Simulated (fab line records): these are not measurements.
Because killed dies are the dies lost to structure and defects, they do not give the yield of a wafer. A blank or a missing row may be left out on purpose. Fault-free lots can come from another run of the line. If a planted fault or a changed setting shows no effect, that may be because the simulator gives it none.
The tool behind it: which one? ; flow nand harc ; 13 lots with 39 wafers sampled at 5 steps, on a route of 1302 steps

## WHAT EACH GAUGE READ, for each wafer
NHARC_P_GATE_CD_MEAS_11: target cd 1640 nm. Usual: cd nm at 1639.9 nm, with a standard deviation of 2.2.
lot;measured;on;cd nm (nm);flag
L706;day 4 10:33;cd sem-03;1640.5 1640.4 1638.8;
L707;day 5 01:48;cd sem-03;1641.4 1640.5 1638.8;
L708;day 5 01:46;cd sem-01;1640.2 1637.3 1637.6;
L711;day 6 08:26;cd sem-02;1637.8 1641.1 1639.0;
L715;day 7 23:58;cd sem-03;1639.7 1638.4 1643.5;
L716;day 8 12:34;cd sem-03;1641.9 1642.2 1642.5;
L718;day 9 10:19;cd sem-01;1640.3 1638.2 1646.5;
L719;day 9 16:34;cd sem-03;1640.7 1641.3 1640.1;
L721;day 10 21:51;cd sem-01;1640.7 1641.4 1639.8;
L726;day 12 15:29;cd sem-02;1639.4 1640.3 1637.7;
L727;day 13 02:29;cd sem-03;1639.2 1642.2 1640.6;
L728;day 13 09:31;cd sem-01;1638.6 1640.5 1640.8;
L729;day 13 22:17;cd sem-02;1643.8 1639.1 1641.8;

NHARC_END_SORT_01. Usual: killed at array 63, standard deviation 27; killed at other 0.7, standard deviation 1.2; killed at periphery 3.1, standard deviation 2; killed dies 67, standard deviation 28; killed open 3.0, standard deviation 1.9; killed short 2.2, standard deviation 1.5.
lot;measured;on;killed at array;killed at other;killed at periphery;killed dies;killed open;killed short;flag
L716;day 28 11:41;prober-02;22 28 22;0 0 0;4 2 4;26 30 26;6 5 6;2 2 1;
L719;day 30 03:15;prober-01;38 37 36;0 1 1;2 1 4;40 39 41;2 3 2;2 2 2;
L721;day 31 19:33;prober-01;74 70 74;0 0 0;2 3 5;76 73 79;0 2 5;2 2 3;

## TOOL THAT RAN EACH LOT (tool first, then ch and the chambers of the sampled wafers, then the start)
lot;NHARC_P_STI_ETCH_42;NHARC_P_STI_ETCH_15;NHARC_P_GATE_DEP_103
L706;rie diel-07 ch 0,1,3, day 2 20:37;rie si-01 ch 0,1,3, day 2 20:49;pecvd-01 ch 0,1, day 5 00:14
L707;rie diel-07 ch 0,2, day 3 09:37;rie si-06 ch 0,3, day 3 09:48;pecvd-01 ch 0,1, day 5 15:11
L708;rie diel-05 ch 0,1,2, day 3 15:05;rie si-01 ch 1,2,3, day 3 15:17;pecvd-03 ch 1,2, day 5 15:11
L711;rie diel-05 ch 1,2,3, day 4 20:30;rie si-06 ch 0,1,3, day 4 20:43;pecvd-03 ch 0,2, day 6 22:08
L715;rie diel-05 ch 0,2, day 6 12:13;rie si-01 ch 0,1,3, day 6 12:24;pecvd-03 ch 0,2, day 8 13:20
L716;rie diel-05 ch 0,1, day 7 01:02;rie si-01 ch 0,2,3, day 7 01:16;pecvd-01 ch 0,1, day 9 04:34
L718;rie diel-05 ch 1,2, day 7 19:19;rie si-01 ch 0,3, day 7 19:30;pecvd-01 ch 0, day 10 00:01
L719;rie diel-11 ch 1,2, day 8 05:05;rie si-01 ch 0,1,2, day 8 05:17;pecvd-01 ch 0,1, day 10 08:49
L721;rie diel-07 ch 0,1,2, day 9 03:29;rie si-06 ch 0,1,2, day 9 03:41;pecvd-04 ch 1,2, day 11 19:01
L726;rie diel-11 ch 1,2,3, day 11 03:28;rie si-04 ch 0,1,3, day 11 03:40;pecvd-03 ch 0,1,2, day 13 08:04
L727;rie diel-05 ch 0,1,3, day 11 15:06;rie si-01 ch 0,2,3, day 11 15:19;pecvd-04 ch 0,2, day 14 01:46
L728;rie diel-07 ch 1,2, day 11 23:14;rie si-04 ch 0,2, day 11 23:26;pecvd-04 ch 0,1,2, day 14 04:54
L729;rie diel-07 ch 1,2,3, day 12 08:13;rie si-01 ch 0,1,2, day 12 08:24;pecvd-04 ch 0,2, day 14 11:34
- NHARC_P_STI_ETCH_42: etches the open film in N2/H2, target depth 80 nm, overetch 24 nm, time 61 s.
- NHARC_P_STI_ETCH_15: etches the open film in HBr/Cl2, target depth 300 nm, time 100.1 s.
- NHARC_P_GATE_DEP_103: deposits SiON, target thk 30 nm.

## AS READ BY THE TOOLS THEMSELVES (means over the sampled wafers that have a number; for cases with no such wafer, the mark the record gives instead)
NHARC_P_STI_ETCH_42. Usual: drypump motor current A 5.6 A, standard deviation 0.4; oes product au 1.008 a.u., standard deviation 0.014; rf vpp V 432.7 V, standard deviation 2; showerhead plenum p Torr 2.12 Torr, standard deviation 0.063; throttle valve pct 14.172 %, standard deviation 0.0093.
lot;tool;drypump motor current A (A);oes product au (a.u.);rf vpp V (V);showerhead plenum p Torr (Torr);throttle valve pct (%);flag
L706;rie diel-07;6.1;1.002;433.3;2.16;14.166;
L707;rie diel-07;6.2;1.014;434.0;2.16;14.167;
L708;rie diel-05;5.4;1.004;432.3;2.12;14.167;
L711;rie diel-05;5.4;1.023;432.0;2.11;14.173;
L715;rie diel-05;5.4;1.014;433.3;2.15;14.173;
L716;rie diel-05;5.7;1.007;432.8;2.13;14.183;
L718;rie diel-05;5.2;0.998;431.9;2.10;14.180;
L719;rie diel-11;5.4;1.006;431.7;2.10;14.173;
L721;rie diel-07;6.0;1.010;432.7;2.12;14.170;
L726;rie diel-11;5.5;1.010;431.3;2.05;14.168;
L727;rie diel-05;5.6;1.003;431.4;2.11;14.163;
L728;rie diel-07;5.6;1.014;431.9;2.09;14.172;
L729;rie diel-07;5.7;1.005;433.1;2.12;14.180;

NHARC_P_STI_ETCH_15. Usual: drypump motor current A 5.6 A, standard deviation 0.39; oes product au 0.998 a.u., standard deviation 0.015; throttle valve pct 26.406 %, standard deviation 0.01.
lot;tool;drypump motor current A (A);oes product au (a.u.);throttle valve pct (%);flag
L706;rie si-01;5.7;1.001;26.409;
L707;rie si-06;5.2;1.002;26.395;
L708;rie si-01;5.5;1.000;26.413;
L711;rie si-06;5.5;1.003;26.403;
L715;rie si-01;5.7;1.000;26.402;
L716;rie si-01;5.5;0.993;26.404;
L718;rie si-01;5.9;0.990;26.422;
L719;rie si-01;5.4;0.996;26.416;
L721;rie si-06;5.7;0.998;26.398;
L726;rie si-04;6.0;0.997;26.406;
L727;rie si-01;5.6;0.990;26.394;
L728;rie si-04;6.0;1.011;26.413;
L729;rie si-01;5.4;0.990;26.405;

NHARC_P_GATE_DEP_103. Usual: heater power w at 719 W, with a standard deviation of 75.
lot;tool;heater power w (W);flag
L706;pecvd-01;775;
L707;pecvd-01;723;
L708;pecvd-03;626;
L711;pecvd-03;677;
L715;pecvd-03;685;
L716;pecvd-01;718;
L718;pecvd-01;731;
L719;pecvd-01;767;
L721;pecvd-04;744;
L726;pecvd-03;633;
L727;pecvd-04;725;
L728;pecvd-04;727;
L729;pecvd-04;740;

## THE ANSWER, worked out from the rows above alone
Rule: take the mean of a lot's wafers that have a number; if it is more than 3 standard deviations from the usual mean, the lot is off. A lot without any number at a reading at which 4 lots or more have one is off too. Any other lot the step has rows for is counted as sound. First the gauges in route order, then the tools' own readings, where a lot's mean is used as printed above. At the first step where some lot is off, the reading lying furthest off is the one used; lots without a number count as furthest.
Across all readings shown, no lot is off: no conclusion can be drawn from this.

## WHAT THE SIMULATOR HAD INSERTED
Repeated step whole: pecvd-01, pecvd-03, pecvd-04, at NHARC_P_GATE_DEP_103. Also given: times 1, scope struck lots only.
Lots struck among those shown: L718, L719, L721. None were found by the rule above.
